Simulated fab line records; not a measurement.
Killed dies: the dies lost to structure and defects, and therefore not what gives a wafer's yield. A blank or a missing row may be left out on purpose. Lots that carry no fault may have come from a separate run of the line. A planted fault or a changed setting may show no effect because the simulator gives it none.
Which of the tools did it? + flow nand_harc + 15 lots, 44 wafers sampled, at 3 steps of a route of 1302

## WHAT THE GAUGES SHOWED, per wafer
NHARC_A_ONON_D2_THK_MEAS_05: measures by ellipsometry. Usual: thk_nm at 998 nm, with a standard deviation of 8.2.
| lot  | measured     | on            | thk_nm (nm)    | flag |
|------|--------------|---------------|----------------|------|
| L387 | day 12 17:46 | film_metro-02 | 986 987 986    |      |
| L389 | day 13 02:13 | film_metro-01 | 994 995 997    |      |
| L390 | day 13 19:17 | film_metro-01 | 985 986 984    |      |
| L391 | day 14 02:20 | film_metro-02 | 993 992 991    |      |
| L393 | day 14 12:16 | film_metro-01 | 997 998 998    |      |
| L394 | day 15 13:20 | film_metro-01 | 1023 1022 1022 |      |
| L395 | day 15 17:23 | film_metro-01 | 986 987 990    |      |
| L396 | day 16 02:23 | film_metro-01 | 1002 1004 1004 |      |
| L399 | day 17 04:01 | film_metro-01 | 1004 1002 1003 |      |
| L400 | day 18 01:50 | film_metro-01 | 990 989 989    |      |
| L401 | day 18 15:35 | film_metro-01 | 992 992 995    |      |
| L402 | day 18 15:35 | film_metro-02 | 1000 1003 1000 |      |
| L403 | day 19 04:02 | film_metro-01 | 985 627 988    | OFF  |
| L405 | day 19 21:18 | film_metro-01 | 634 635        | OFF  |
| L406 | day 20 03:05 | film_metro-02 | 648 1006 1009  | OFF  |

## TOOL THAT RAN EACH LOT (tool first, then ch and the chambers of the sampled wafers, then the start)
| lot  | NHARC_A_CHANNEL_FILL_D1_ETCHBACK_08           | NHARC_A_ONON_D2_DEP_03           |
|------|-----------------------------------------------|----------------------------------|
| L387 | rie_diel-04 ch 0,1,2, day 12 17:25 or earlier | pecvd_onon-02 ch 0, day 12 17:25 |
| L389 | rie_diel-02 ch 0,2,3, day 13 01:46 or earlier | pecvd_onon-01 ch 0, day 13 01:46 |
| L390 | rie_diel-02 ch 0,2,3, day 13 18:46 or earlier | pecvd_onon-02 ch 0, day 13 18:46 |
| L391 | rie_diel-04 ch 0,1,3, day 14 01:49 or earlier | pecvd_onon-01 ch 0, day 14 01:49 |
| L393 | rie_diel-04 ch 0,1,3, day 14 11:46 or earlier | pecvd_onon-03 ch 0, day 14 11:46 |
| L394 | rie_diel-10 ch 0,1,2, day 15 12:49 or earlier | pecvd_onon-03 ch 0, day 15 12:49 |
| L395 | rie_diel-04 ch 2,3, day 15 16:53 or earlier   | pecvd_onon-01 ch 0, day 15 16:53 |
| L396 | rie_diel-10 ch 0,2, day 16 01:53 or earlier   | pecvd_onon-01 ch 0, day 16 01:53 |
| L399 | rie_diel-10 ch 0,1, day 17 03:38 or earlier   | pecvd_onon-03 ch 0, day 17 03:38 |
| L400 | rie_diel-02 ch 1,2,3, day 18 01:21 or earlier | pecvd_onon-01 ch 0, day 18 01:21 |
| L401 | rie_diel-10 ch 0,2,3, day 18 15:08 or earlier | pecvd_onon-03 ch 0, day 18 15:08 |
| L402 | rie_diel-04 ch 1,2,3, day 18 15:08 or earlier | pecvd_onon-01 ch 0, day 18 15:08 |
| L403 | rie_diel-10 ch 0,1, day 19 03:38 or earlier   | pecvd_onon-03 ch 0, day 19 03:38 |
| L405 | rie_diel-04 ch 2,3, day 19 20:51 or earlier   | pecvd_onon-03 ch 0, day 19 20:51 |
| L406 | rie_diel-04 ch 0,2,3, day 20 02:38 or earlier | pecvd_onon-03 ch 0, day 20 02:38 |
- NHARC_A_CHANNEL_FILL_D1_ETCHBACK_08: etches the open film in C4F8, target depth 220 nm, time 110 s.
- NHARC_A_ONON_D2_DEP_03: target thk 1000 nm.

## AS READ BY THE TOOLS THEMSELVES (means over the sampled wafers that have a number; for cases with no such wafer, the mark the record gives instead)
NHARC_A_CHANNEL_FILL_D1_ETCHBACK_08. Usual: oes_product_au 0.95 a.u., standard deviation 0.036; rf_vpp_V 439.5 V, standard deviation 2.8.
| lot  | tool        | oes_product_au (a.u.) | rf_vpp_V (V) | flag |
|------|-------------|-----------------------|--------------|------|
| L387 | rie_diel-04 | 1.01                  | 439.7        |      |
| L389 | rie_diel-02 | 0.93                  | 439.9        |      |
| L390 | rie_diel-02 | 0.92                  | 439.6        |      |
| L391 | rie_diel-04 | 0.92                  | 439.0        |      |
| L393 | rie_diel-04 | 0.92                  | 438.6        |      |
| L394 | rie_diel-10 | 0.92                  | 439.2        |      |
| L395 | rie_diel-04 | 0.93                  | 439.0        |      |
| L396 | rie_diel-10 | 0.99                  | 437.4        |      |
| L399 | rie_diel-10 | 0.99                  | 442.2        |      |
| L400 | rie_diel-02 | 0.92                  | 441.1        |      |
| L401 | rie_diel-10 | 0.92                  | 437.3        |      |
| L402 | rie_diel-04 | 1.00                  | 438.7        |      |
| L403 | rie_diel-10 | 0.92                  | 441.3        |      |
| L405 | rie_diel-04 | 0.99                  | 438.9        |      |
| L406 | rie_diel-04 | 0.93                  | 439.9        |      |

NHARC_A_ONON_D2_DEP_03. Usual: n2o_flow_sccm at 1998 sccm, with a standard deviation of 6.8.
| lot  | tool          | n2o_flow_sccm (sccm) | flag |
|------|---------------|----------------------|------|
| L387 | pecvd_onon-02 | 2008                 |      |
| L389 | pecvd_onon-01 | 1999                 |      |
| L390 | pecvd_onon-02 | 1997                 |      |
| L391 | pecvd_onon-01 | 1998                 |      |
| L393 | pecvd_onon-03 | 2001                 |      |
| L394 | pecvd_onon-03 | 2004                 |      |
| L395 | pecvd_onon-01 | 2001                 |      |
| L396 | pecvd_onon-01 | 1999                 |      |
| L399 | pecvd_onon-03 | 2005                 |      |
| L400 | pecvd_onon-01 | 2003                 |      |
| L401 | pecvd_onon-03 | 1996                 |      |
| L402 | pecvd_onon-01 | 2004                 |      |
| L403 | pecvd_onon-03 | 1994                 |      |
| L405 | pecvd_onon-03 | 1997                 |      |
| L406 | pecvd_onon-03 | 1997                 |      |

## THE ANSWER, worked out from the rows above alone
Rule: take the mean of a lot's wafers that have a number; if it is more than 3 standard deviations from the usual mean, the lot is off. Also off: a lot with no number at a reading for which 4 or more lots have one. Where the step has rows for the other lots, those lots are counted as sound. The gauges are gone through in route order, then the tools' own readings, and for those a lot's mean is taken as printed above. At the first step where some lot is off, the reading lying furthest off is the one used; lots without a number count as furthest.
Off, at NHARC_A_ONON_D2_THK_MEAS_05 on thk_nm: L403, L405, L406.
A tool fits if, at a process step before that reading, it ran every lot that is off, and no sound lot after the first of them. Those tools and the gauges at NHARC_A_ONON_D2_THK_MEAS_05 are tried in the same way. NHARC_A_CHANNEL_FILL_D1_ETCHBACK_08 gives no start for some lots, so the hours and the order of its lots are those of NHARC_A_ONON_D2_DEP_03. One fits: NHARC_A_ONON_D2_DEP_03 on pecvd_onon-03. Its last sound lot is L401 (day 18 15:08), its first lot that is off L403 (day 19 03:38): a fault that began between those two fits.

## WHAT THE SIMULATOR PUT IN
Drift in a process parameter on pecvd_onon-03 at NHARC_A_ONON_D2_DEP_03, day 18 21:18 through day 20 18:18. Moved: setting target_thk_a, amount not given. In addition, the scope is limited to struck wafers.
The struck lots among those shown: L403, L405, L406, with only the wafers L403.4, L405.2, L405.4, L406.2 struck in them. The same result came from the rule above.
